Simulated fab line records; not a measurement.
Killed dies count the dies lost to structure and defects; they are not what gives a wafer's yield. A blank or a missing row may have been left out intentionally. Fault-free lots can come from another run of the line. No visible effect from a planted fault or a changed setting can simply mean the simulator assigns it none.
fab line records	flow n5-finfet
record: lots: 10	wafers: 26	last-day: 18
route steps=1938 shown BEOL_M3@1005 BEOL_M4@1021 PASSIVATION@1936
lots untouched by any fault: they come from a run of this same line in which no faults occurred
start-h: the number of hours between the record's first day and the start of the first shown wafer of the lot	wait-h: how many hours have passed since the lot's step before this one	" identical to the entry in the row above	L1.1+2: a single row standing in for several wafers	- either no value or no given start	* or withheld: withheld	< > ~ a bound
route shown NAME@n: names a module that has steps shown in the file, with the first one's number in the route	usual: mean/standard deviation taken from wafers without a fault	same: alike in all rows	chamber/n: place in a boat	sites: readings site by site	_std_site: standard deviation of those values	_edge_site: the outer-site mean with the inner-site mean subtracted	radius-mm: how far each site lies from the wafer's centre	mask NAME#n: copy n	behind: the last tool/chamber to shape the wafer	hold: what put the lot on hold/how long, in hours/how the hold closed	device: whichever transistor did not switch (one of n, p or np)	end of line: at the end of the route, the tests of the same wafers	step lacking rows: just its recipe	killed: dies lost to structure and defects at the first sort, not the wafer's yield	map: shows each die of a wafer: x if killed, . if not, _ if none is there
set.NAME: the setting the step ran with; set.NAME@STEP: the setting that earlier step ran with	model.NAME: the simulator's own value behind a step, which no gauge read
one table for each step of the route and one row for each wafer, over a sample of lots
services: the hour from which a tool's chamber was out of use, counted from the record's first day as start-h (under 0 if before that day), plus the number of hours and why
== steps ==
step: N5_BEOL_M3_ANNEAL_91
recipe: temp-c: 400	time-s: 240	ambient: vacuum
usual: heater-power-w: 806/100	susceptor-temp-C: 399.98/0.23	susceptor_temp_C_max: 401.0/0.32
lot.wafer	tool	chamber	start-h	wait-h	heater-power-w	susceptor-temp-C	susceptor_temp_C_max
L749.2	pvd-sputter-01	-	168.34	0.0	761	400.06	401.1
L749.4	"	-	"	"	677	399.56	400.9
L749.5	"	-	"	"	764	400.12	401.3
L750.2	pvd-sputter-01	-	185.57	0.0	739	399.68	401.0
L750.5	"	-	"	"	721	400.01	401.0
L750.6	"	-	"	"	795	400.08	401.3
L751.2	pvd-sputter-02	-	190.36	0.0	908	400.11	401.3
L751.4	"	-	"	"	847	400.21	401.1
L751.6	"	-	"	"	921	399.70	400.5
L753.3	pvd-sputter-03	-	198.69	0.0	899	400.44	401.2
L753.5	"	-	"	"	886	400.07	401.3
L753.6	"	-	"	"	1074	400.12	400.8
L752.5	pvd-sputter-02	-	204.13	0.1	899	400.09	401.5
L752.6	"	-	"	"	916	400.05	401.3
L758.1	pvd-sputter-01	-	222.89	0.0	681	400.20	401.2
L758.2	"	-	"	"	771	400.12	401.0
L758.4	"	-	"	"	728	400.05	401.4
L756.3	pvd-sputter-02	-	224.60	0.0	699	399.76	400.3
L756.4	"	-	"	"	909	399.81	401.0
L756.6	"	-	"	"	897	399.72	400.8
L765.1	pvd-sputter-01	-	272.23	0.0	746	399.86	400.8
L765.6	"	-	"	"	791	400.25	401.4
L767.2	pvd-sputter-02	-	288.13	0.0	939	400.13	401.1
L767.3	"	-	"	"	921	399.84	400.7
L769.1	pvd-sputter-02	-	305.34	0.0	888	399.97	401.4
L769.4	"	-	"	"	689	399.90	400.6
step: N5_BEOL_M3_SPUTTER_92
recipe: material: Cu	target-thk-a: 45	temp-c: -20	chamber-pressure-pa: 0.07	power-w: withheld	time-s: 8.29
usual: chamber-pressure-pa: 0.07002/0.00013	chuck-sensor-temp-C: -16.0/0.58	substrate-temp-c: -20.00/0.11	susceptor-temp-C: -20.00/0.1	throttle-valve-pct: 30.3/1
lot.wafer	tool	chamber	start-h	wait-h	chamber-pressure-pa	chuck-sensor-temp-C	substrate-temp-c	susceptor-temp-C	throttle-valve-pct
L749.2	pvd-sputter-01	-	168.48	0.1	0.07007	-15.4	-20.10	-20.33	29.6
L749.4	"	-	"	"	0.07012	-15.4	-20.00	-19.93	28.5
L749.5	"	-	"	"	0.07003	-15.4	-20.04	-20.14	29.7
L750.2	pvd-sputter-01	-	185.71	0.1	0.06986	-16.5	-19.69	-20.01	31.3
L750.5	"	-	"	"	0.06985	-16.4	-19.92	-20.25	31.3
L750.6	"	-	"	"	0.07017	-15.5	-20.03	-19.92	30.0
L751.2	pvd-sputter-02	-	190.50	0.1	0.07013	-16.3	-20.15	-19.98	30.4
L751.4	"	-	"	"	0.07008	-16.7	-19.81	-20.06	29.7
L751.6	"	-	"	"	0.07006	-16.3	-20.05	-19.87	30.7
L753.3	pvd-sputter-03	-	198.83	0.1	0.06985	-16.2	-19.89	-19.96	30.9
L753.5	"	-	"	"	0.07008	-14.8	-20.04	-20.18	29.1
L753.6	"	-	"	"	0.07014	-15.1	-20.01	-20.08	30.9
L752.5	pvd-sputter-02	-	204.24	0.0	0.07001	-16.8	-20.00	-20.05	30.0
L752.6	"	-	"	"	0.07004	-16.4	-20.36	-20.00	30.1
L758.1	pvd-sputter-01	-	223.03	0.1	0.06991	-15.3	-19.82	-19.92	28.5
L758.2	"	-	"	"	0.07016	-16.5	-19.90	-19.97	31.7
L758.4	"	-	"	"	0.06982	-16.3	-19.87	-19.92	31.0
L756.3	pvd-sputter-02	-	224.74	0.1	0.07006	-16.5	-20.03	-19.99	32.0
L756.4	"	-	"	"	0.07	-16.5	-19.98	-20.05	29.9
L756.6	"	-	"	"	0.06988	-16.4	-20.07	-19.96	30.1
L765.1	pvd-sputter-01	-	272.37	0.1	0.07006	-16.3	-19.82	-20.06	31.7
L765.6	"	-	"	"	0.0702	-15.4	-19.85	-20.19	30.1
L767.2	pvd-sputter-02	-	288.27	0.1	0.06984	-16.5	-19.99	-20.05	30.2
L767.3	"	-	"	"	0.07023	-16.3	-20.02	-19.96	30.4
L769.1	pvd-sputter-02	-	305.48	0.1	0.07006	-16.8	-19.95	-20.11	30.1
L769.4	"	-	"	"	0.07008	-16.6	-20.04	-20.04	31.9
step: N5_BEOL_M3_CMP_52
recipe: stop-on: SiOC	t-overpolish-s: 6.8	down-force-psi: 1	platen-rpm: 50	clearing-platen-down-force-psi: 1.5	clearing-platen-rpm: 50	post-cmp-clean: cu-alkaline	target-thk-nm: 40	clearing-platen-pad-velocity-m-s: 0.99484	pad-velocity-m-s: 0.99484
usual: barrier-field-endpoint-s: 24.6/0.7	motor-current-A: 5.9/0.76	overpolish-run-s: 6.800/0.0094	slurry-flow-ml-min: 149.9/0.48	time-to-endpoint-s: 61/3.4
lot.wafer	tool	chamber	start-h	wait-h	barrier-field-endpoint-s	motor-current-A	overpolish-run-s	slurry-flow-ml-min	time-to-endpoint-s
L749.4	cmp-01	2	169.45	0.2	23.4	5.4	6.789	150.8	60
L749.2	"	3	"	"	23.0	6.7	6.804	150.4	54
L749.5	"	2	"	"	24.4	5.3	6.809	150.9	58
L750.2	cmp-03	3	186.65	0.2	26.4	5.4	6.807	150.0	67
L750.5	"	3	"	"	25.8	5.1	6.818	149.9	69
L750.6	"	0	"	"	25.3	5.4	6.795	149.9	62
L751.2	cmp-03	2	191.48	0.3	24.9	6.3	6.797	149.7	61
L751.4	"	3	"	"	27.3	5.0	6.809	149.3	70
L751.6	"	2	"	"	25.1	6.3	6.802	149.1	60
L753.3	cmp-01	3	199.85	0.3	23.5	6.4	6.809	149.8	57
L753.5	"	1	"	"	24.1	5.1	6.791	150.0	59
L753.6	"	2	"	"	24.0	4.9	6.805	149.6	61
L752.6	cmp-04	0	205.38	0.2	25.0	6.1	6.804	149.7	61
L752.5	"	1	"	"	25.1	5.6	6.816	150.4	63
L758.4	cmp-03	2	224.09	0.2	24.8	6.5	6.809	149.9	62
L758.1	"	3	"	"	25.0	5.3	6.807	150.3	64
L758.2	"	0	"	"	25.3	5.0	6.798	149.9	64
L756.3	cmp-01	2	225.71	0.2	23.9	5.4	6.805	149.8	62
L756.4	"	3	"	"	24.0	6.8	6.797	151.0	61
L756.6	"	1	"	"	24.3	5.2	6.774	149.9	63
L765.1	cmp-04	1	273.38	0.3	24.0	6.0	6.795	149.5	54
L765.6	"	0	"	"	24.0	6.0	6.798	150.3	56
L767.2	cmp-03	0	289.25	0.2	24.4	4.8	6.805	149.6	58
L767.3	"	1	"	"	23.6	6.8	6.803	149.2	53
L769.4	cmp-04	1	307.89	1.5	25.1	6.1	6.779	150.2	60
L769.1	"	3	"	"	24.6	5.9	6.792	150.6	58
step: N5_BEOL_M4_ILD_DEP_00
recipe: material: SiOC	target-thk-a: 790	temp-c: 350	precursor: DEMS/O2	pressure-torr: 5	rf-w: 500	time-s: 15.3
usual: heater-power-outer-w: 260/35	heater-power-w: 471/50	rf-fwd-power-W: 494.0/1.9	showerhead-plenum-p-Torr: 5.700/0.015	susceptor-temp-C: 349.98/0.2	throttle-valve-pct: 12.1/0.76
lot.wafer	tool	chamber	start-h	wait-h	heater-power-outer-w	heater-power-w	rf-fwd-power-W	showerhead-plenum-p-Torr	susceptor-temp-C	throttle-valve-pct
L749.2	pecvd-01	2	170.03	0.0	222	411	493.2	5.700	349.93	13.5
L749.4	"	1	"	"	272	474	496.3	5.698	349.97	13.2
L749.5	"	2	"	"	222	413	493.2	5.691	349.95	13.6
L750.2	pecvd-01	0	187.28	0.0	276	470	490.9	5.718	349.79	11.7
L750.5	"	1	"	"	258	466	496.2	5.705	349.71	13.3
L750.6	"	0	"	"	276	475	493.8	5.712	349.79	11.7
L751.2	pecvd-01	0	192.06	0.0	304	517	493.4	5.719	349.91	11.4
L751.4	"	0	"	"	299	510	493.4	5.725	350.33	11.4
L751.6	"	0	"	"	310	520	495.0	5.697	349.79	11.8
L753.3	pecvd-03	0	200.40	0.0	246	453	492.2	5.700	349.49	12.2
L753.5	"	1	"	"	223	426	497.7	5.720	350.05	11.8
L753.6	"	2	"	"	253	516	492.1	5.684	349.86	11.1
L752.5	pecvd-01	1	205.86	0.1	247	443	494.5	5.698	349.60	13.2
L752.6	"	2	"	"	249	456	492.7	5.697	350.32	13.5
L758.1	pecvd-03	0	224.67	0.0	265	479	493.7	5.693	349.87	12.0
L758.2	"	2	"	"	249	497	494.9	5.679	350.03	11.2
L758.4	"	0	"	"	260	485	492.0	5.707	349.69	11.9
L756.3	pecvd-03	2	226.29	0.0	268	526	494.4	5.690	349.57	11.3
L756.4	"	2	"	"	266	522	495.4	5.694	349.93	11.2
L756.6	"	1	"	"	291	518	493.5	5.714	350.04	11.7
L765.1	pecvd-03	1	273.92	0.0	261	488	494.1	5.717	350.04	11.6
L765.6	"	0	"	"	294	523	491.7	5.691	349.91	12.1
L767.2	pecvd-03	0	289.83	0.0	303	535	494.0	5.680	349.96	12.1
L767.3	"	1	"	"	299	525	497.4	5.719	350.10	11.7
L769.1	pecvd-01	1	308.66	0.0	257	466	494.7	5.704	350.44	13.4
L769.4	"	1	"	"	268	469	496.7	5.713	349.98	13.1
step: N5_BEOL_M4_THK_MEAS_01
recipe: reads: SiOC_of_BEOL_M4_ILD_DEP_00
usual: M4_ILD_THK: 78.7/1
lot.wafer	tool	chamber	start-h	wait-h	M4_ILD_THK[nm]
L749.2	film-metro-02	-	170.10	0.1	78.4
L749.4	"	-	"	"	78.4
L749.5	"	-	"	"	79.5
L750.2	film-metro-02	-	187.35	0.1	75.8
L750.5	"	-	"	"	78.4
L750.6	"	-	"	"	77.5
L751.2	film-metro-01	-	192.15	0.1	78.2
L751.4	"	-	"	"	78.4
L751.6	"	-	"	"	78.6
L753.3	film-metro-02	-	200.47	0.1	76.1
L753.5	"	-	"	"	77.7
L753.6	"	-	"	"	78.8
L752.5	film-metro-01	-	205.91	0.0	79.5
L752.6	"	-	"	"	80.3
L758.1	film-metro-02	-	224.74	0.0	77.0
L758.2	"	-	"	"	77.6
L758.4	"	-	"	"	77.5
L756.3	film-metro-01	-	226.36	0.1	78.3
L756.4	"	-	"	"	79.9
L756.6	"	-	"	"	78.9
L765.1	film-metro-01	-	273.99	0.0	68.6
L765.6	"	-	"	"	78.5
L767.2	film-metro-01	-	289.90	0.1	77.4
L767.3	"	-	"	"	68.5
L769.1	film-metro-01	-	308.73	0.0	78.2
L769.4	"	-	"	"	80.4
step: N5_BEOL_M4_RC_MEAS_101
usual: DIBL_N: 35.8/1.5	DIBL_P: 35.9/1.8	IOFF_N: 0.152/0.025	IOFF_P: 0.21/0.031	ION_N: 672/11	ION_P: 462/7.4	SS_N: 71.5/0.52	SS_P: 73.2/0.54	VT_N: 250/3	VT_P: -250/3.3
lot.wafer	tool	chamber	start-h	wait-h	DIBL_N[mV/V]	DIBL_P[mV/V]	IOFF_N[nA/um]	IOFF_P[nA/um]	ION_N[uA/um]	ION_P[uA/um]	SS_N[mV/dec]	SS_P[mV/dec]	VT_N[mV]	VT_P[mV]
L749.2	prober-01	0	178.69	0.2	34.4	31.2	0.096	0.13	655	449	70.5	72.3	261	-260
L749.4	"	0	"	"	37.0	34.5	0.137	0.18	672	458	71.1	73.2	253	-254
L749.5	"	0	"	"	36.8	34.3	0.137	0.18	669	458	71.2	73.1	251	-255
L750.2	prober-01	0	199.76	0.2	33.9	34.8	0.122	0.16	670	457	70.9	72.9	250	-254
L750.5	"	0	"	"	34.9	35.9	0.143	0.17	674	452	70.7	73.0	251	-252
L750.6	"	0	"	"	34.1	35.4	0.125	0.16	665	459	71.5	72.6	251	-256
L751.2	prober-02	0	202.37	0.2	36.1	34.1	0.143	0.20	678	465	71.3	73.3	251	-249
L751.4	"	0	"	"	36.7	34.2	0.153	0.20	659	449	71.6	73.1	249	-247
L751.6	"	0	"	"	36.1	35.3	0.155	0.22	664	461	70.4	73.9	248	-247
L753.3	prober-02	0	209.16	0.3	37.0	36.6	0.143	0.19	670	459	71.6	73.8	252	-255
L753.5	"	0	"	"	37.5	37.7	0.146	0.19	665	453	71.9	74.1	254	-255
L753.6	"	0	"	"	35.0	33.7	0.112	0.14	661	450	71.4	72.9	256	-259
L752.5	prober-02	0	219.01	0.6	36.8	38.6	0.155	0.19	678	459	71.0	73.4	252	-252
L752.6	"	0	"	"	37.5	38.5	0.170	0.20	676	463	70.9	73.9	251	-254
L758.1	prober-01	0	236.76	0.0	37.1	37.8	0.177	0.23	667	458	71.3	74.7	248	-248
L758.2	"	0	"	"	34.2	34.8	0.128	0.18	677	467	71.8	73.7	252	-250
L758.4	"	0	"	"	35.5	36.5	0.145	0.20	672	459	71.3	74.1	251	-253
L756.3	prober-01	0	239.52	0.3	37.8	35.5	0.148	0.21	669	458	71.3	73.0	250	-247
L756.4	"	0	"	"	37.7	35.1	0.151	0.21	666	459	72.1	72.7	253	-249
L756.6	"	0	"	"	37.9	34.9	0.149	0.20	662	451	72.2	73.3	255	-250
L765.1	prober-02	0	285.84	0.0	36.3	38.6	0.179	0.24	677	463	71.6	73.8	247	-249
L765.6	"	0	"	"	35.3	37.1	0.159	0.22	683	462	71.4	73.4	251	-249
L767.2	prober-02	0	300.52	0.2	33.7	34.6	0.135	0.20	662	465	71.3	72.6	251	-249
L767.3	"	0	"	"	33.9	34.2	0.133	0.19	664	455	71.8	73.0	253	-251
L769.1	prober-02	0	321.00	0.0	35.6	35.7	0.151	0.21	666	465	71.9	73.4	251	-251
L769.4	"	0	"	"	35.0	34.9	0.137	0.19	675	472	71.3	72.8	256	-253
step: N5_PASSIVATION_PROBE_49
usual: defect-limited-yield: 91.7/1.7	killed_at_M0_to_M3: 34/10	killed_at_M4_up: 13/5.1	killed-at-contacts: 12/6.2	killed-at-front-end: 36/12	killed-at-other: 3.2/2.6	killed-dies: 98/20	killed-open: 65/13	killed-short: 32/8.4	sort_bin_5_function: 4.8/1.1	sort_bin_6_memory: 3.2/0.74	sort-n-pass: 1082/20	sort-yield-pct: 91.7/1.7
same: gross-dies: 1180	killed-at-back-side: 0	sort_bin_4_leakage[%]: 0	sort_bin_8_speed[%]: 0
lot.wafer	tool	chamber	start-h	wait-h	defect-limited-yield[%]	killed_at_M0_to_M3	killed_at_M4_up	killed-at-contacts	killed-at-front-end	killed-at-other	killed-dies	killed-open	killed-short	sort_bin_5_function[%]	sort_bin_6_memory[%]	sort-n-pass	sort-yield-pct[%]
L767.3	prober-02	-	395.50	0.1	90.2	37	22	9	46	2	116	76	39	5.8	3.5	1064	90.2
killed by level:class
L767.3 FIN_SAQP:geometric-particle:short=15 FIN_SAQP:geometric-particle:open=11 BEOL_M2:geometric-particle:open=11 BEOL_M3:geometric-particle:open=10 BEOL_M4:geometric-particle:open=8 MOL_CONTACT_COAG:geometric-particle:open=7 BEOL_M0_SAQP:geometric-particle:open=6 DUMMY_GATE:geometric-particle:open=5
== services ==
tool	chamber	start-h	hours	kind
pecvd-03	-	157.40	0.8	pm
pecvd-03	0	173.66	4.6	scheduled-down
pecvd-03	-	174.99	5.5	repair
cmp-03	-	176.83	0.3	repair
cmp-03	-	177.29	0.4	repair
pecvd-01	-	180.37	0.9	repair
pecvd-01	2	190.80	4.7	repair
cmp-04	-	193.84	4.0	pm
cmp-01	-	196.87	1.1	repair
pecvd-01	0	207.72	6.4	repair
cmp-04	-	210.32	21.3	pm
cmp-01	-	216.71	2.7	repair
pecvd-01	2	220.22	-	clean
pecvd-01	2	220.22	-	consumable-replace:showerhead
pecvd-01	2	220.22	29.0	scheduled-down
pecvd-01	2	220.22	29.0	vent-cycle
cmp-01	-	228.63	4.0	pm
cmp-01	-	249.01	5.0	pm
cmp-04	-	249.41	4.6	pm
pecvd-03	0	258.06	5.5	scheduled-down
cmp-01	-	258.07	4.0	repair
pvd-sputter-01	-	260.51	3.0	repair
cmp-04	-	293.47	3.0	repair
cmp-04	-	297.69	3.6	repair
== key ==
first-sign: step: N5_BEOL_M4_THK_MEAS_01	reading: M4_ILD_THK	direction: down	sigmas: 9.7	usual: 78.7	struck: 68.6
effect none on later readings
met-at N5_BEOL_M4_ILD_DEP_00
struck-lots L765,L767
struck-wafers L765.1,L767.3
not-acting-at N5_BEOL_M3_ANNEAL_91,N5_BEOL_M3_SPUTTER_92,N5_BEOL_M3_CMP_52
onset-between 226.29 273.92
fault: kind: process-parameter-drift	tool: pecvd-03	chamber: -	onset-h: 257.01	steps: N5_BEOL_M4_ILD_DEP_00	channel: target-thk-a	offset: *	shape: step	end-h: 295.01	scope: struck-wafers-only	acts-in: *	stated: *
